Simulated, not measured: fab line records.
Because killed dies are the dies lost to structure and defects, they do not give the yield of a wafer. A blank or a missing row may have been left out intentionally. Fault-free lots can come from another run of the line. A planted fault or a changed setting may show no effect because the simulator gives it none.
fab line records | flow n5Finfet | part 1 of 2: steps 1 to 20 of 28
record: lots: 5 | wafers: 15 | lastDay: 15
route steps=1938 shown BEOL_M0_SAQP@634
lots that met no fault: from a run of the same line without faults
startH: the number of hours between the record's first day and the start of the first shown wafer of the lot | waitH: how many hours have passed since the lot's step before this one | " unchanged from the row above | L1.1+2: one row covering several wafers at once | - value missing, or start not given | * or withheld: withheld | < > ~ a bound
route shown NAME@n: NAME is a module with steps in the file, n the number in the route of the first one | usual: mean/standard deviation of fault-free wafers | same: alike in all rows | chamber/n: place in a boat | sites: each site's reading | _std_site: standard deviation across them | _edge_site: inner sites' mean taken away from outer sites' mean | radiusMm: how far each site lies from the wafer's centre | mask NAME#n: copy n | behind: the last tool/chamber to shape the wafer | hold: why the lot went on hold/how many hours it stayed there/how the hold came to an end | device: the transistor (n, p or np) that didn't switch | end of line: the same wafers' tests at the end of the route | for a step that has no rows: nothing shown but its recipe | killed: count of dies lost to structure and defects at first sort (not the wafer's yield) | map: a wafer's dies, x killed, . not, _ none there
set.NAME: the setting as run; set.NAME@STEP: as run at that earlier step | model.NAME: the simulator's own value behind a step, which no gauge read
lots seen at some steps along the route; tables by step, rows by wafer
services: a tool's chamber out of use, with start hour (startH, from the record's first day; less than 0 if before it), hours out, and reason
== steps ==
step: N5_BEOL_M0_SAQP_HM_DEP_02
recipe: material: TiN | targetThkA: 120 | tempC: 25 | chamberPressurePa: 0.49996
usual: throttleValvePct: 30.6/0.83
lot.wafer | tool          | chamber | startH | waitH | throttleValvePct
L076.3    | pvdSputter-02 | -       | 129.79 | 2.0   | 31.2
L076.5    | "             | -       | "      | "     | 31.3
L076.6    | "             | -       | "      | "     | 32.5
L078.1    | pvdSputter-01 | -       | 129.92 | 1.9   | 30.4
L078.4    | "             | -       | "      | "     | 29.9
L078.5    | "             | -       | "      | "     | 30.2
L082.3    | pvdSputter-01 | -       | 157.61 | 1.5   | 29.6
L082.4    | "             | -       | "      | "     | 30.4
L082.5    | "             | -       | "      | "     | 29.6
L083.1    | pvdSputter-01 | -       | 163.53 | 2.7   | 29.8
L083.2    | "             | -       | "      | "     | 29.6
L083.3    | "             | -       | "      | "     | 30.0
L086.2    | pvdSputter-03 | -       | 183.08 | 2.2   | 31.4
L086.3    | "             | -       | "      | "     | 30.6
L086.5    | "             | -       | "      | "     | 32.2
step: N5_BEOL_M0_SAQP_PECVD_03
recipe: material: SiCN | targetThkA: 120 | tempC: withheld | precursor: 3MS/NH3 | pressureTorr: 3 | rfW: 202 | timeS: 21.1
usual: rfFwdPowerW: 198.8/0.87 | showerheadPlenumPTorr: 3.667/0.016 | throttleValvePct: 9.0/0.56
lot.wafer | tool     | chamber | startH | waitH | rfFwdPowerW | showerheadPlenumPTorr | throttleValvePct
L076.3    | pecvd-03 | 0       | 129.96 | 0.1   | 197.9       | 3.672                 | 9.1
L076.5    | "        | 1       | "      | "     | 198.8       | 3.687                 | 9.3
L076.6    | "        | 2       | "      | "     | 198.0       | 3.675                 | 8.5
L078.1    | pecvd-01 | 2       | 130.11 | 0.1   | 200.3       | 3.648                 | 9.3
L078.4    | "        | 2       | "      | "     | 200.0       | 3.647                 | 8.8
L078.5    | "        | 0       | "      | "     | 199.6       | 3.659                 | 8.9
L082.3    | pecvd-01 | 1       | 157.73 | 0.1   | 196.8       | 3.635                 | 9.9
L082.4    | "        | 2       | "      | "     | 199.8       | 3.651                 | 9.2
L082.5    | "        | 1       | "      | "     | 196.8       | 3.635                 | 10.0
L083.1    | pecvd-01 | 2       | 163.65 | 0.1   | 199.8       | 3.647                 | 9.3
L083.2    | "        | 1       | "      | "     | 198.0       | 3.635                 | 9.7
L083.3    | "        | 0       | "      | "     | 198.9       | 3.651                 | 8.9
L086.2    | pecvd-04 | 0       | 183.20 | 0.1   | 199.9       | 3.663                 | 9.5
L086.3    | "        | 1       | "      | "     | 199.3       | 3.692                 | 8.6
L086.5    | "        | 1       | "      | "     | 198.5       | 3.685                 | 9.1
step: N5_BEOL_M0_SAQP_PECVD_96
recipe: material: a-Si | targetThkA: 450 | tempC: 350 | precursor: SiH4/He | pressureTorr: 3 | rfW: 100 | timeS: 45.2
usual: heaterPowerOuterW: 362/47 | heaterPowerW: 632/61 | rfFwdPowerW: 99.0/0.37 | showerheadPlenumPTorr: 5.67/0.057 | throttleValvePct: 18.0/1.1
lot.wafer | tool     | chamber | startH | waitH | heaterPowerOuterW | heaterPowerW | rfFwdPowerW | showerheadPlenumPTorr | throttleValvePct
L076.3    | pecvd-03 | 0       | 129.99 | 0.0   | 317               | 564          | 99.1        | 5.70                  | 18.6
L076.5    | "        | 1       | "      | "     | 342               | 561          | 99.1        | 5.75                  | 18.6
L076.6    | "        | 2       | "      | "     | 409               | 712          | 98.7        | 5.65                  | 17.3
L078.1    | pecvd-01 | 2       | 130.14 | 0.0   | 353               | 644          | 99.4        | 5.60                  | 18.4
L078.4    | "        | 2       | "      | "     | 353               | 659          | 99.8        | 5.62                  | 18.6
L078.5    | "        | 0       | "      | "     | 436               | 680          | 98.5        | 5.64                  | 17.0
L082.3    | pecvd-01 | 1       | 157.76 | 0.0   | 329               | 632          | 98.7        | 5.56                  | 19.7
L082.4    | "        | 2       | "      | "     | 431               | 757          | 99.3        | 5.62                  | 18.7
L082.5    | "        | 1       | "      | "     | 338               | 617          | 98.7        | 5.57                  | 19.6
L083.1    | pecvd-01 | 2       | 163.68 | 0.0   | 408               | 722          | 99.3        | 5.60                  | 18.5
L083.2    | "        | 1       | "      | "     | 301               | 582          | 98.6        | 5.56                  | 19.6
L083.3    | "        | 0       | "      | "     | 384               | 601          | 99.3        | 5.65                  | 17.4
L086.2    | pecvd-04 | 0       | 183.23 | 0.0   | 404               | 702          | 99.3        | 5.67                  | 18.9
L086.3    | "        | 1       | "      | "     | 303               | 593          | 98.8        | 5.76                  | 18.2
L086.5    | "        | 1       | "      | "     | 316               | 596          | 99.0        | 5.76                  | 18.1
step: N5_BEOL_M0_SAQP_PECVD_97
recipe: material: SiNx | targetThkA: 230 | tempC: 350 | precursor: SiH4/NH3/N2 | pressureTorr: 1.5 | rfW: 300 | timeS: 19.9
usual: heaterPowerOuterW: 308/42 | heaterPowerW: 561/50 | rfFwdPowerW: 296.3/1.2 | showerheadPlenumPTorr: 5.15/0.076 | throttleValvePct: 39.5/2.4
lot.wafer | tool     | chamber | startH | waitH | heaterPowerOuterW | heaterPowerW | rfFwdPowerW | showerheadPlenumPTorr | throttleValvePct
L076.3    | pecvd-03 | 0       | 130.03 | 0.0   | 224               | 463          | 295.6       | 5.18                  | 40.7
L076.5    | "        | 1       | "      | "     | 348               | 579          | 295.6       | 5.25                  | 40.5
L076.6    | "        | 2       | "      | "     | 314               | 593          | 296.0       | 5.14                  | 37.8
L078.1    | pecvd-01 | 2       | 130.18 | 0.0   | 320               | 593          | 296.4       | 5.06                  | 40.8
L078.4    | "        | 2       | "      | "     | 321               | 594          | 297.6       | 5.07                  | 40.6
L078.5    | "        | 0       | "      | "     | 388               | 601          | 297.5       | 5.09                  | 38.1
L082.3    | pecvd-01 | 1       | 157.81 | 0.0   | 213               | 467          | 295.0       | 5.00                  | 43.0
L082.4    | "        | 2       | "      | "     | 306               | 599          | 299.1       | 5.05                  | 41.1
L082.5    | "        | 1       | "      | "     | 214               | 486          | 294.3       | 5.01                  | 42.8
L083.1    | pecvd-01 | 2       | 163.73 | 0.0   | 386               | 677          | 299.3       | 5.06                  | 40.7
L083.2    | "        | 1       | "      | "     | 248               | 516          | 296.3       | 4.99                  | 43.3
L083.3    | "        | 0       | "      | "     | 352               | 573          | 295.6       | 5.11                  | 38.0
L086.2    | pecvd-04 | 0       | 183.28 | 0.0   | 341               | 598          | 296.0       | 5.16                  | 41.2
L086.3    | "        | 1       | "      | "     | 300               | 554          | 298.8       | 5.26                  | 39.5
L086.5    | "        | 1       | "      | "     | 293               | 571          | 296.6       | 5.25                  | 39.5
step: N5_BEOL_M0_SAQP_PECVD_04
recipe: material: a-Si | targetThkA: 600 | tempC: 350 | precursor: SiH4/He | pressureTorr: 3 | rfW: 100 | timeS: 60.2
usual: heaterPowerOuterW: 358/40 | heaterPowerW: 628/52 | rfFwdPowerW: 99.2/0.33 | showerheadPlenumPTorr: 5.67/0.056 | throttleValvePct: 18.0/1.1
lot.wafer | tool     | chamber | startH | waitH | heaterPowerOuterW | heaterPowerW | rfFwdPowerW | showerheadPlenumPTorr | throttleValvePct
L076.3    | pecvd-03 | 0       | 130.07 | 0.0   | 304               | 558          | 99.1        | 5.71                  | 18.9
L076.5    | "        | 1       | "      | "     | 372               | 598          | 99.0        | 5.73                  | 18.9
L076.6    | "        | 2       | "      | "     | 345               | 628          | 98.8        | 5.66                  | 17.2
L078.1    | pecvd-01 | 2       | 130.22 | 0.0   | 420               | 710          | 99.4        | 5.60                  | 18.7
L078.4    | "        | 2       | "      | "     | 406               | 726          | 99.0        | 5.62                  | 18.8
L078.5    | "        | 0       | "      | "     | 425               | 671          | 98.9        | 5.64                  | 17.2
L082.3    | pecvd-01 | 1       | 157.84 | 0.0   | 304               | 592          | 98.8        | 5.57                  | 19.6
L082.4    | "        | 2       | "      | "     | 404               | 736          | 100.0       | 5.61                  | 18.5
L082.5    | "        | 1       | "      | "     | 306               | 587          | 99.4        | 5.56                  | 19.7
L083.1    | pecvd-01 | 2       | 163.76 | 0.0   | 391               | 697          | 99.9        | 5.61                  | 18.7
L083.2    | "        | 1       | "      | "     | 321               | 598          | 98.8        | 5.57                  | 19.7
L083.3    | "        | 0       | "      | "     | 380               | 609          | 99.0        | 5.63                  | 17.3
L086.2    | pecvd-04 | 0       | 183.32 | 0.0   | 358               | 634          | 99.6        | 5.67                  | 18.8
L086.3    | "        | 1       | "      | "     | 324               | 599          | 99.2        | 5.75                  | 18.0
L086.5    | "        | 1       | "      | "     | 323               | 609          | 99.2        | 5.76                  | 17.8
step: N5_BEOL_M0_SAQP_THK_MEAS_05
usual: thkNm: 59.9/0.79
lot.wafer | tool         | chamber | startH | waitH | thkNm
L076.3    | filmMetro-02 | -       | 130.17 | 0.1   | 60.4
L076.5    | "            | -       | "      | "     | 61.1
L076.6    | "            | -       | "      | "     | 61.3
L078.1    | filmMetro-01 | -       | 130.32 | 0.1   | 60.1
L078.4    | "            | -       | "      | "     | 60.9
L078.5    | "            | -       | "      | "     | 60.0
L082.3    | filmMetro-01 | -       | 157.94 | 0.1   | 58.9
L082.4    | "            | -       | "      | "     | 59.8
L082.5    | "            | -       | "      | "     | 58.7
L083.1    | filmMetro-01 | -       | 163.86 | 0.1   | 59.9
L083.2    | "            | -       | "      | "     | 59.1
L083.3    | "            | -       | "      | "     | 59.6
L086.2    | filmMetro-01 | -       | 183.43 | 0.1   | 60.2
L086.3    | "            | -       | "      | "     | 59.4
L086.5    | "            | -       | "      | "     | 59.8
step: N5_BEOL_M0_SAQP_HM_DEP_111
recipe: material: SiO2 | targetThkA: 120 | tempC: 400 | precursor: SiH4/N2O | pressureTorr: 0.75 | rfW: 275 | timeS: 7.2
usual: heaterPowerOuterW: 462/62 | heaterPowerW: 782/76 | rfFwdPowerW: 272.3/1 | showerheadPlenumPTorr: 8.18/0.15
lot.wafer | tool     | chamber | startH | waitH | heaterPowerOuterW | heaterPowerW | rfFwdPowerW | showerheadPlenumPTorr
L076.3    | pecvd-03 | 2       | 130.20 | 0.0   | 427               | 750          | 272.3       | 8.12
L076.5    | "        | 0       | "      | "     | 365               | 679          | 272.7       | 8.24
L076.6    | "        | 2       | "      | "     | 424               | 770          | 271.7       | 8.14
L078.1    | pecvd-03 | 0       | 130.35 | 0.0   | 359               | 660          | 271.9       | 8.26
L078.4    | "        | 0       | "      | "     | 356               | 644          | 271.8       | 8.22
L078.5    | "        | 1       | "      | "     | 447               | 690          | 273.4       | 8.38
L082.3    | pecvd-03 | 0       | 157.98 | 0.0   | 423               | 762          | 271.0       | 8.24
L082.4    | "        | 1       | "      | "     | 530               | 818          | 273.6       | 8.35
L082.5    | "        | 0       | "      | "     | 433               | 755          | 272.2       | 8.26
L083.1    | pecvd-03 | 2       | 163.90 | 0.0   | 516               | 847          | 273.1       | 8.13
L083.2    | "        | 1       | "      | "     | 527               | 822          | 272.2       | 8.35
L083.3    | "        | 0       | "      | "     | 406               | 722          | 272.7       | 8.22
L086.2    | pecvd-03 | 1       | 183.47 | 0.0   | 440               | 713          | 272.1       | 8.36
L086.3    | "        | 2       | "      | "     | 507               | 882          | 272.0       | 8.13
L086.5    | "        | 0       | "      | "     | 366               | 665          | 272.6       | 8.23
step: N5_BEOL_M0_SAQP_COAT_81
recipe: resist: SOC | tempC: 250 | timeS: 60 | spinRpm: 1500 | resistThkNm: 100
usual: dispensePressureKPa: 50.1/1.6 | plateTempC: 249.95/0.18
lot.wafer | tool          | chamber | startH | waitH | dispensePressureKPa | plateTempC
L076.3    | lithoTrack-02 | 0       | 130.28 | 0.1   | 47.0                | 249.69
L076.5    | "             | 0       | "      | "     | 46.9                | 249.82
L076.6    | "             | 0       | "      | "     | 46.9                | 249.64
L078.1    | lithoTrack-05 | 0       | 130.43 | 0.1   | 51.2                | 249.92
L078.4    | "             | 0       | "      | "     | 51.2                | 249.80
L078.5    | "             | 0       | "      | "     | 51.2                | 250.16
L082.3    | lithoTrack-02 | 0       | 158.05 | 0.1   | 47.0                | 249.75
L082.4    | "             | 0       | "      | "     | 47.0                | 249.80
L082.5    | "             | 0       | "      | "     | 47.0                | 250.02
L083.1    | lithoTrack-05 | 0       | 163.97 | 0.1   | 51.2                | 250.24
L083.2    | "             | 0       | "      | "     | 51.2                | 250.36
L083.3    | "             | 0       | "      | "     | 51.2                | 250.38
L086.2    | lithoTrack-02 | 0       | 183.54 | 0.1   | 47.0                | 250.04
L086.3    | "             | 0       | "      | "     | 46.9                | 250.07
L086.5    | "             | 0       | "      | "     | 47.0                | 249.81
step: N5_BEOL_M0_SAQP_COAT_82
recipe: resist: SiARC | tempC: 220 | timeS: 60 | spinRpm: 1500 | resistThkNm: 30
usual: dispensePressureKPa: 50.2/1.6 | plateTempC: 220.01/0.19
lot.wafer | tool          | chamber | startH | waitH | dispensePressureKPa | plateTempC
L076.3    | lithoTrack-02 | 0       | -      | -     | 47.1                | 219.85
L076.5    | "             | 0       | "      | "     | 47.1                | 219.88
L076.6    | "             | 0       | "      | "     | 47.1                | 220.07
L078.1    | lithoTrack-05 | 0       | -      | -     | 51.2                | 219.93
L078.4    | "             | 0       | "      | "     | 51.2                | 220.03
L078.5    | "             | 0       | "      | "     | 51.2                | 219.99
L082.3    | lithoTrack-02 | 0       | -      | -     | 47.0                | 219.93
L082.4    | "             | 0       | "      | "     | 47.0                | 220.10
L082.5    | "             | 0       | "      | "     | 47.0                | 220.23
L083.1    | lithoTrack-05 | 0       | -      | -     | 51.3                | 219.67
L083.2    | "             | 0       | "      | "     | 51.3                | 219.79
L083.3    | "             | 0       | "      | "     | 51.2                | 219.63
L086.2    | lithoTrack-02 | 0       | -      | -     | 47.0                | 220.22
L086.3    | "             | 0       | "      | "     | 47.0                | 220.23
L086.5    | "             | 0       | "      | "     | 47.0                | 220.19
step: N5_BEOL_M0_SAQP_COAT_08
recipe: resist: CAR-ArF | spinRpm: 1500 | resistThkNm: 90
usual: dispensePressureKPa: 50.2/1.6
lot.wafer | tool          | chamber | startH | waitH | dispensePressureKPa
L076.3    | lithoTrack-02 | 0       | -      | -     | 47.1
L076.5    | "             | 0       | "      | "     | 47.0
L076.6    | "             | 0       | "      | "     | 47.1
L078.1    | lithoTrack-05 | 0       | -      | -     | 51.2
L078.4    | "             | 0       | "      | "     | 51.2
L078.5    | "             | 0       | "      | "     | 51.2
L082.3    | lithoTrack-02 | 0       | -      | -     | 47.0
L082.4    | "             | 0       | "      | "     | 47.0
L082.5    | "             | 0       | "      | "     | 47.0
L083.1    | lithoTrack-05 | 0       | -      | -     | 51.2
L083.2    | "             | 0       | "      | "     | 51.3
L083.3    | "             | 0       | "      | "     | 51.2
L086.2    | lithoTrack-02 | 0       | -      | -     | 47.0
L086.3    | "             | 0       | "      | "     | 47.0
L086.5    | "             | 0       | "      | "     | 47.0
step: N5_BEOL_M0_SAQP_EBR_10
recipe: solvent: PGMEA | ebrWidthMm: 1.5
lot.wafer  | tool          | chamber | startH | waitH
L076.3+5+6 | lithoTrack-02 | 0       | -      | -
L078.1+4+5 | lithoTrack-05 | 0       | -      | -
L082.3+4+5 | lithoTrack-02 | 0       | -      | -
L083.1+2+3 | lithoTrack-05 | 0       | -      | -
L086.2+3+5 | lithoTrack-02 | 0       | -      | -
step: N5_BEOL_M0_SAQP_SOFTBAKE_09
recipe: tempC: 110 | timeS: 60 | resist: CAR-ArF
usual: plateTempC: 110.00/0.12
lot.wafer | tool          | chamber | startH | waitH | plateTempC
L076.3    | lithoTrack-02 | 0       | -      | -     | 109.90
L076.5    | "             | 0       | "      | "     | 109.98
L076.6    | "             | 0       | "      | "     | 109.90
L078.1    | lithoTrack-05 | 0       | -      | -     | 110.10
L078.4    | "             | 0       | "      | "     | 109.95
L078.5    | "             | 0       | "      | "     | 109.85
L082.3    | lithoTrack-02 | 0       | -      | -     | 110.06
L082.4    | "             | 0       | "      | "     | 109.95
L082.5    | "             | 0       | "      | "     | 109.95
L083.1    | lithoTrack-05 | 0       | -      | -     | 110.01
L083.2    | "             | 0       | "      | "     | 109.99
L083.3    | "             | 0       | "      | "     | 109.98
L086.2    | lithoTrack-02 | 0       | -      | -     | 110.05
L086.3    | "             | 0       | "      | "     | 110.10
L086.5    | "             | 0       | "      | "     | 110.06
step: N5_BEOL_M0_SAQP_EXPOSE_11
recipe: maskId: M0_CORE | na: 1.35 | sourceShape: dipole | sigmaInner: 0.538 | sigmaOuter: 0.738 | polarization: te | targetCdNm: 42 | doseMj: 55
lot.wafer  | tool           | chamber | startH | waitH | mask
L076.3+5+6 | arfiScanner-02 | 0       | 130.59 | -     | M0_CORE#0
L078.1+4+5 | arfiScanner-01 | 0       | 130.78 | -     | M0_CORE#0
L082.3+4+5 | arfiScanner-02 | 0       | 158.18 | -     | M0_CORE#0
L083.1+2+3 | arfiScanner-01 | 0       | 164.22 | -     | M0_CORE#0
L086.2+3+5 | arfiScanner-01 | 0       | 183.67 | -     | M0_CORE#0
step: N5_BEOL_M0_SAQP_PEB_12
recipe: pebTempC: withheld | pebTimeS: 60 | resist: CAR-ArF
lot.wafer  | tool          | chamber | startH | waitH
L076.3+5+6 | lithoTrack-02 | 0       | 130.64 | 0.0
L078.1+4+5 | lithoTrack-05 | 0       | 130.84 | 0.1
L082.3+4+5 | lithoTrack-01 | 0       | 158.23 | 0.0
L083.1+2+3 | lithoTrack-01 | 0       | 164.28 | 0.1
L086.2+3+5 | lithoTrack-05 | 0       | 183.72 | 0.0
step: N5_BEOL_M0_SAQP_DEVELOP_13
recipe: developTimeS: 30 | developer: TMAH | resist: CAR-ArF | devTempC: 23 | rinseLiquid: diw | dry: airSpin
lot.wafer  | tool          | chamber | startH | waitH
L076.3+5+6 | lithoTrack-02 | 0       | -      | -
L078.1+4+5 | lithoTrack-05 | 0       | -      | -
L082.3+4+5 | lithoTrack-01 | 0       | -      | -
L083.1+2+3 | lithoTrack-01 | 0       | -      | -
L086.2+3+5 | lithoTrack-05 | 0       | -      | -
step: N5_BEOL_M0_SAQP_CD_MEAS_14
recipe: targetCdNm: 42.5 | landingEnergyEv: 500 | detector: seInlens
usual: cdNm: 42.4/0.38
lot.wafer | tool     | chamber | startH | waitH | cdNm
L076.3    | cdSem-02 | 0       | 130.71 | -     | 42.3
L076.5    | "        | 0       | "      | "     | 42.1
L076.6    | "        | 0       | "      | "     | 42.4
L078.1    | cdSem-01 | 0       | 130.91 | -     | 42.9
L078.4    | "        | 0       | "      | "     | 42.7
L078.5    | "        | 0       | "      | "     | 42.5
L082.3    | cdSem-02 | 0       | 158.30 | -     | 42.5
L082.4    | "        | 0       | "      | "     | 42.6
L082.5    | "        | 0       | "      | "     | 42.2
L083.1    | cdSem-02 | 0       | 164.34 | -     | 42.7
L083.2    | "        | 0       | "      | "     | 42.7
L083.3    | "        | 0       | "      | "     | 42.7
L086.2    | cdSem-03 | 0       | 183.79 | -     | 42.3
L086.3    | "        | 0       | "      | "     | 42.5
L086.5    | "        | 0       | "      | "     | 42.3
step: N5_BEOL_M0_SAQP_OVL_MEAS_15
recipe: pointsPerWafer: 44
usual: M0_CORE_OVL: 0.2/0.8
lot.wafer | tool       | chamber | startH | waitH | M0_CORE_OVL[nm]
L076.3    | overlay-02 | 0       | 130.74 | 0.0   | -0.2
L076.5    | "          | 0       | "      | "     | 0.7
L076.6    | "          | 0       | "      | "     | 1.2
L078.1    | overlay-01 | 0       | 130.94 | 0.0   | -1.2
L078.4    | "          | 0       | "      | "     | -1.4
L078.5    | "          | 0       | "      | "     | -1.7
L082.3    | overlay-02 | 0       | 158.33 | 0.0   | -0.2
L082.4    | "          | 0       | "      | "     | -0.7
L082.5    | "          | 0       | "      | "     | -0.3
L083.1    | overlay-01 | 0       | 164.37 | 0.0   | 1.0
L083.2    | "          | 0       | "      | "     | 1.3
L083.3    | "          | 0       | "      | "     | -0.4
L086.2    | overlay-01 | 0       | 183.82 | 0.0   | 1.2
L086.3    | "          | 0       | "      | "     | 1.2
L086.5    | "          | 0       | "      | "     | 2.2
step: N5_BEOL_M0_SAQP_INSPECT_16
recipe: mode: adi | inspectInstrument: brightfield
usual: rawDefectCount: 527/140
lot.wafer | tool             | chamber | startH | waitH | rawDefectCount
L076.3    | defectInspect-01 | -       | 130.76 | 0.0   | 651
L076.5    | "                | -       | "      | "     | 784
L076.6    | "                | -       | "      | "     | 489
L078.1    | defectInspect-02 | -       | 130.96 | 0.0   | 726
L078.4    | "                | -       | "      | "     | 587
L078.5    | "                | -       | "      | "     | 570
L082.3    | defectInspect-01 | -       | 158.35 | 0.0   | 530
L082.4    | "                | -       | "      | "     | 451
L082.5    | "                | -       | "      | "     | 335
L083.1    | defectInspect-01 | -       | 164.40 | 0.0   | 404
L083.2    | "                | -       | "      | "     | 429
L083.3    | "                | -       | "      | "     | 647
L086.2    | defectInspect-02 | -       | 183.84 | 0.0   | 586
L086.3    | "                | -       | "      | "     | 627
L086.5    | "                | -       | "      | "     | 685
step: N5_BEOL_M0_SAQP_DESCUM_19
recipe: chemistry: O2 | timeS: 7.9 | sourcePowerW: 50 | biasPowerW: 20 | pressureMtorr: 20 | rfFrequencyHz: 2.712e+07 | tempC: 40 | resist: CAR-ArF | o2FlowSccm: 225
usual: drypumpMotorCurrentA: 5.7/0.42 | oesProductAu: 0.79/0.085 | rfFwdPowerW: 49.32/0.24 | rfVppV: 242.9/1.5 | showerheadPlenumPTorr: 2.08/0.078 | throttleValvePct: 20.45/0.25
lot.wafer | tool       | chamber | startH | waitH | drypumpMotorCurrentA | oesProductAu | rfFwdPowerW | rfHoursCounterH | rfVppV | showerheadPlenumPTorr | throttleValvePct
L076.3    | rieDiel-02 | 1       | 130.98 | 0.2   | 5.2                  | 0.94         | 49.21       | 10              | 240.9  | 2.06                  | 20.04
L076.5    | "          | 3       | "      | "     | 5.4                  | 0.75         | 49.58       | -               | 242.9  | 2.10                  | 20.50
L076.6    | "          | 2       | "      | "     | 5.8                  | 0.69         | 49.25       | -               | 242.7  | 2.06                  | 20.20
L078.1    | rieDiel-04 | 0       | 131.42 | 0.5   | 6.3                  | 0.80         | 49.30       | 94              | 240.6  | 1.94                  | 20.52
L078.4    | "          | 3       | "      | "     | 6.1                  | 0.70         | 49.45       | 248             | 243.6  | 2.06                  | 20.66
L078.5    | "          | 3       | "      | "     | 6.1                  | 0.70         | 49.50       | -               | 243.3  | 2.06                  | 20.68
L082.3    | rieDiel-02 | 3       | 158.55 | 0.2   | 5.4                  | 0.73         | 49.47       | 154             | 243.6  | 2.10                  | 20.52
L082.4    | "          | 2       | "      | "     | 5.7                  | 0.68         | 49.26       | 218             | 242.8  | 2.05                  | 20.22
L082.5    | "          | 0       | "      | "     | 5.0                  | 0.79         | 49.27       | -               | 241.2  | 1.93                  | 20.53
L083.1    | rieDiel-02 | 0       | 164.43 | 0.0   | 5.0                  | 0.79         | 49.00       | 142             | 240.5  | 1.93                  | 20.55
L083.2    | "          | 1       | "      | "     | 5.2                  | 0.92         | 48.91       | 20              | 242.6  | 2.05                  | 20.06
L083.3    | "          | 2       | "      | "     | 5.8                  | 0.69         | 49.83       | 220             | 242.4  | 2.05                  | 20.21
L086.2    | rieDiel-02 | 0       | 184.12 | 0.3   | 5.0                  | 0.79         | 49.21       | 148             | 240.8  | 1.93                  | 20.54
L086.3    | "          | 1       | "      | "     | 5.2                  | 0.91         | 49.04       | 26              | 241.6  | 2.05                  | 20.06
L086.5    | "          | 2       | "      | "     | 5.7                  | 0.69         | 49.46       | -               | 242.5  | 2.05                  | 20.23
step: N5_BEOL_M0_SAQP_ETCH_83
recipe: chemistry: CF4 | target: SiARC | targetDepthA: 390 | maskMaterial: CAR-ArF | timeS: 65 | ionEnergyEv: 80 | pressureMtorr: 40 | sourceW: 545 | biasW: 36 | Ar_flow_sccm: 100 | cf4FlowSccm: 100 | ends: cleared
usual: drypumpMotorCurrentA: 5.7/0.41 | etchRfOnTimeS: 64.8/1.3 | oesProductAu: 0.68/0.071 | rfFwdPowerW: 537.8/3 | rfVppV: 183.9/1.2 | showerheadPlenumPTorr: 2.13/0.074 | throttleValvePct: 15.64/0.23
lot.wafer | tool       | chamber | startH | waitH | drypumpMotorCurrentA | etchRfOnTimeS | oesProductAu | rfFwdPowerW | rfHoursCounterH | rfVppV | showerheadPlenumPTorr | throttleValvePct
L076.3    | rieDiel-02 | 1       | 131.01 | 0.0   | 5.2                  | 65.1          | 0.78         | 536.0       | 10              | 184.4  | 2.10                  | 15.16
L076.5    | "          | 3       | "      | "     | 5.5                  | 66.2          | 0.63         | 538.6       | -               | 183.6  | 2.14                  | 15.63
L076.6    | "          | 2       | "      | "     | 5.8                  | 65.9          | 0.59         | 542.3       | -               | 183.8  | 2.13                  | 15.58
L078.1    | rieDiel-04 | 0       | 131.46 | 0.0   | 6.3                  | 67.1          | 0.68         | 540.4       | 95              | 180.9  | 2.01                  | 15.71
L078.4    | "          | 3       | "      | "     | 6.0                  | 65.1          | 0.60         | 537.1       | 248             | 184.0  | 2.11                  | 15.88
L078.5    | "          | 3       | "      | "     | 6.0                  | 65.5          | 0.61         | 537.4       | -               | 183.3  | 2.10                  | 15.85
L082.3    | rieDiel-02 | 3       | 158.59 | 0.0   | 5.4                  | 64.7          | 0.63         | 539.8       | 154             | 184.0  | 2.14                  | 15.64
L082.4    | "          | 2       | "      | "     | 5.7                  | 65.0          | 0.59         | 542.2       | 218             | 182.9  | 2.12                  | 15.60
L082.5    | "          | 0       | "      | "     | 5.0                  | 63.9          | 0.68         | 537.5       | -               | 182.7  | 1.99                  | 15.71
L083.1    | rieDiel-02 | 0       | 164.47 | 0.0   | 5.0                  | 64.6          | 0.67         | 536.4       | 142             | 182.6  | 1.99                  | 15.72
L083.2    | "          | 1       | "      | "     | 5.2                  | 63.6          | 0.78         | 534.7       | 20              | 183.9  | 2.10                  | 15.18
L083.3    | "          | 2       | "      | "     | 5.8                  | 64.5          | 0.59         | 539.5       | 220             | 183.1  | 2.12                  | 15.60
L086.2    | rieDiel-02 | 0       | 184.15 | 0.0   | 5.0                  | 64.8          | 0.66         | 537.5       | 148             | 182.2  | 1.98                  | 15.74
L086.3    | "          | 1       | "      | "     | 5.2                  | 63.6          | 0.76         | 537.0       | 26              | 183.1  | 2.09                  | 15.19
L086.5    | "          | 2       | "      | "     | 5.7                  | 65.4          | 0.59         | 539.1       | -               | 184.3  | 2.12                  | 15.60
